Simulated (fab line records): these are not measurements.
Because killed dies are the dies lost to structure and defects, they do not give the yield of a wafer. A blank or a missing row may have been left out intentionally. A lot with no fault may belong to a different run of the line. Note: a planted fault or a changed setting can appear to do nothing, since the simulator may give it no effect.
Which tool was responsible? + flow nand-harc + 14 lots with 42 wafers sampled at 5 steps, on a route of 1302 steps

## WHAT THE GAUGES READ, wafer by wafer
NHARC_A_ONON_D2_THK_MEAS_02: measures by ellipsometry. Usual: thk-nm reads 1003 nm (standard deviation 11).
| lot  | measured     | on            | thk-nm (nm)             | flag |
|------|--------------|---------------|-------------------------|------|
| L756 | day 12 10:58 | film-metro-02 | 1004 1004 1003          |      |
| L758 | day 13 08:38 | film-metro-01 | 995 995 993             |      |
| L759 | day 13 14:25 | film-metro-02 | 443 442 442 443 445 444 | OFF  |
| L760 | day 14 13:19 | film-metro-02 | 454 455 454 456 453 454 | OFF  |
| L767 | day 17 05:16 | film-metro-01 | 1014 1016 1012          |      |
| L770 | day 18 11:24 | film-metro-01 | 1020 1020 1018          |      |
| L768 | day 18 11:19 | film-metro-02 | 1003 1003 1004          |      |
| L769 | day 18 18:34 | film-metro-02 | 1000 998 997            |      |
| L772 | day 19 09:02 | film-metro-01 | 1005 1004 1005          |      |
| L771 | day 19 15:57 | film-metro-02 | 1008 1008 1008          |      |
| L774 | day 19 22:06 | film-metro-01 | 1004 1003 1002          |      |
| L775 | day 20 22:20 | film-metro-01 | 1010 1009 1010          |      |
| L776 | day 21 07:29 | film-metro-02 | 996 997 996             |      |
| L778 | day 21 13:34 | film-metro-01 | 1005 1007 1005          |      |

NHARC_A_ONON_D2_THK_MEAS_11: measures by ellipsometry. Usual: thk-nm reads 1002 nm (standard deviation 9.8).
| lot  | measured     | on            | thk-nm (nm)    | flag |
|------|--------------|---------------|----------------|------|
| L756 | day 12 13:01 | film-metro-01 | 1000 998 999   |      |
| L758 | day 13 10:21 | film-metro-01 | 1014 1012 1012 |      |
| L767 | day 17 06:59 | film-metro-01 | 1007 1006 1006 |      |
| L770 | day 18 13:07 | film-metro-01 | 985 986 983    |      |
| L768 | day 18 13:01 | film-metro-02 | 998 1000 998   |      |
| L769 | day 18 20:16 | film-metro-02 | 1006 1006 1007 |      |
| L772 | day 19 10:44 | film-metro-02 | 992 993 991    |      |
| L771 | day 19 17:38 | film-metro-02 | 1027 1023 1023 |      |
| L774 | day 19 23:49 | film-metro-02 | 1008 1010 1011 |      |
| L775 | day 21 00:02 | film-metro-01 | 1016 1017 1016 |      |
| L776 | day 21 09:10 | film-metro-02 | 988 987 990    |      |
| L778 | day 21 15:16 | film-metro-01 | 1009 1007 1008 |      |

## EACH LOT AND THE TOOL THAT RAN IT (in order: tool; ch and the chambers of the sampled wafers; start)
| lot  | NHARC_A_CHANNEL_FILL_D1_ETCHBACK_08           | NHARC_A_DECK1_JOINT_CMP_02    | NHARC_A_ONON_D2_DEP_00           |
|------|-----------------------------------------------|-------------------------------|----------------------------------|
| L756 | rie-diel-04 ch 0,2, day 12 09:43 or earlier   | cmp-02 ch 1,2,3, day 12 09:43 | pecvd-onon-03 ch 0, day 12 10:28 |
| L758 | rie-diel-04 ch 1,2,3, day 13 07:19 or earlier | cmp-03 ch 0,1, day 13 07:19   | pecvd-onon-01 ch 0, day 13 08:14 |
| L759 | rie-diel-03 ch 0,1,3, day 13 13:08 or earlier | cmp-03 ch 0,2, day 13 13:08   | pecvd-onon-04 ch 0, day 13 13:58 |
| L760 | rie-diel-03 ch 0,2,3, day 14 12:01 or earlier | cmp-03 ch 1,3, day 14 12:01   | pecvd-onon-04 ch 0, day 14 12:48 |
| L767 | rie-diel-01 ch 1,3, day 17 03:41 or earlier   | cmp-04 ch 1,2, day 17 03:41   | pecvd-onon-03 ch 0, day 17 04:50 |
| L770 | rie-diel-03 ch 0,1,2, day 18 09:35 or earlier | cmp-04 ch 1,2, day 18 09:35   | pecvd-onon-01 ch 0, day 18 10:53 |
| L768 | rie-diel-04 ch 0,2,3, day 18 09:35 or earlier | cmp-03 ch 0,2, day 18 09:35   | pecvd-onon-04 ch 0, day 18 10:55 |
| L769 | rie-diel-04 ch 0,2,3, day 18 17:19 or earlier | cmp-03 ch 1,3, day 18 17:19   | pecvd-onon-04 ch 0, day 18 18:04 |
| L772 | rie-diel-01 ch 1,2, day 19 07:45 or earlier   | cmp-04 ch 1,2, day 19 07:45   | pecvd-onon-03 ch 0, day 19 08:35 |
| L771 | rie-diel-04 ch 0,1,3, day 19 14:45 or earlier | cmp-04 ch 0,1,3, day 19 14:45 | pecvd-onon-01 ch 0, day 19 15:26 |
| L774 | rie-diel-01 ch 1,2,3, day 19 20:51 or earlier | cmp-03 ch 1,3, day 19 20:51   | pecvd-onon-04 ch 0, day 19 21:43 |
| L775 | rie-diel-01 ch 0,1,3, day 20 21:04 or earlier | cmp-03 ch 1,2,3, day 20 21:04 | pecvd-onon-04 ch 0, day 20 21:50 |
| L776 | rie-diel-01 ch 0,1,3, day 21 06:13 or earlier | cmp-03 ch 0,1,2, day 21 06:13 | pecvd-onon-03 ch 0, day 21 07:02 |
| L778 | rie-diel-04 ch 0,2,3, day 21 12:17 or earlier | cmp-04 ch 0,1, day 21 12:17   | pecvd-onon-01 ch 0, day 21 13:07 |
- NHARC_A_CHANNEL_FILL_D1_ETCHBACK_08: etches the open film in C4F8, target depth 220 nm, time 110 s.
- NHARC_A_DECK1_JOINT_CMP_02: polishes SiOx.
- NHARC_A_ONON_D2_DEP_00: target thk 1000 nm.

## AS READ BY THE TOOLS THEMSELVES (means over the sampled wafers that have a number; for cases with no such wafer, the mark the record gives instead)
NHARC_A_CHANNEL_FILL_D1_ETCHBACK_08. Usual: oes-product-au 0.95 a.u., standard deviation 0.036; rf-vpp-V 438.0 V, standard deviation 1.6.
| lot  | tool        | oes-product-au (a.u.) | rf-vpp-V (V) | flag |
|------|-------------|-----------------------|--------------|------|
| L756 | rie-diel-04 | 0.93                  | 436.7        |      |
| L758 | rie-diel-04 | 1.00                  | 438.8        |      |
| L759 | rie-diel-03 | 0.93                  | 439.4        |      |
| L760 | rie-diel-03 | 0.92                  | 439.0        |      |
| L767 | rie-diel-01 | 0.92                  | 436.4        |      |
| L770 | rie-diel-03 | 0.93                  | 438.1        |      |
| L768 | rie-diel-04 | 0.99                  | 437.4        |      |
| L769 | rie-diel-04 | 0.92                  | 439.1        |      |
| L772 | rie-diel-01 | 1.00                  | 437.5        |      |
| L771 | rie-diel-04 | 1.00                  | 437.7        |      |
| L774 | rie-diel-01 | 0.99                  | 437.5        |      |
| L775 | rie-diel-01 | 0.92                  | 438.0        |      |
| L776 | rie-diel-01 | 0.92                  | 438.0        |      |
| L778 | rie-diel-04 | 0.92                  | 438.3        |      |

NHARC_A_DECK1_JOINT_CMP_02. Usual: motor-current-A reads 11.5 A (standard deviation 0.97).
| lot  | tool   | motor-current-A (A) | flag |
|------|--------|---------------------|------|
| L756 | cmp-02 | 10.9                |      |
| L758 | cmp-03 | 10.9                |      |
| L759 | cmp-03 | 12.2                |      |
| L760 | cmp-03 | 10.8                |      |
| L767 | cmp-04 | 11.1                |      |
| L770 | cmp-04 | 11.2                |      |
| L768 | cmp-03 | 12.5                |      |
| L769 | cmp-03 | 11.2                |      |
| L772 | cmp-04 | 11.7                |      |
| L771 | cmp-04 | 12.5                |      |
| L774 | cmp-03 | 11.0                |      |
| L775 | cmp-03 | 11.5                |      |
| L776 | cmp-03 | 11.1                |      |
| L778 | cmp-04 | 12.2                |      |

NHARC_A_ONON_D2_DEP_00. Usual: n2o-flow-sccm reads 1999 sccm (standard deviation 5.5).
| lot  | tool          | n2o-flow-sccm (sccm) | flag |
|------|---------------|----------------------|------|
| L756 | pecvd-onon-03 | 2001                 |      |
| L758 | pecvd-onon-01 | 1993                 |      |
| L759 | pecvd-onon-04 | 2004                 |      |
| L760 | pecvd-onon-04 | 1999                 |      |
| L767 | pecvd-onon-03 | 2003                 |      |
| L770 | pecvd-onon-01 | 1999                 |      |
| L768 | pecvd-onon-04 | 1995                 |      |
| L769 | pecvd-onon-04 | 2003                 |      |
| L772 | pecvd-onon-03 | 2001                 |      |
| L771 | pecvd-onon-01 | 1996                 |      |
| L774 | pecvd-onon-04 | 1997                 |      |
| L775 | pecvd-onon-04 | 2001                 |      |
| L776 | pecvd-onon-03 | 1997                 |      |
| L778 | pecvd-onon-01 | 2004                 |      |

## THE ANSWER, worked out from the rows above alone
Rule: lot off if the mean of its wafers having a number is beyond 3 standard deviations from the usual mean. Also off: a lot with no number at a reading for which 4 or more lots have one. The other lots that the step has rows for count as sound. Order of review: gauges by route order, followed by the tools' own readings, for which a lot's mean as printed above is used. At the first step where some lot is off, the reading lying furthest off is the one used; lots without a number count as furthest.
Off: L759, L760, at NHARC_A_ONON_D2_THK_MEAS_02 (thk-nm).
A tool fits if, at a process step before that reading, it ran every lot that is off, and no sound lot after the first of them. Those tools and the gauges at NHARC_A_ONON_D2_THK_MEAS_02 are tried in the same way. With no start given for some of its lots, NHARC_A_CHANNEL_FILL_D1_ETCHBACK_08 uses the hours and lot order of NHARC_A_DECK1_JOINT_CMP_02. No candidate that was tried fits.

## WHAT THE SIMULATOR HAD PUT IN
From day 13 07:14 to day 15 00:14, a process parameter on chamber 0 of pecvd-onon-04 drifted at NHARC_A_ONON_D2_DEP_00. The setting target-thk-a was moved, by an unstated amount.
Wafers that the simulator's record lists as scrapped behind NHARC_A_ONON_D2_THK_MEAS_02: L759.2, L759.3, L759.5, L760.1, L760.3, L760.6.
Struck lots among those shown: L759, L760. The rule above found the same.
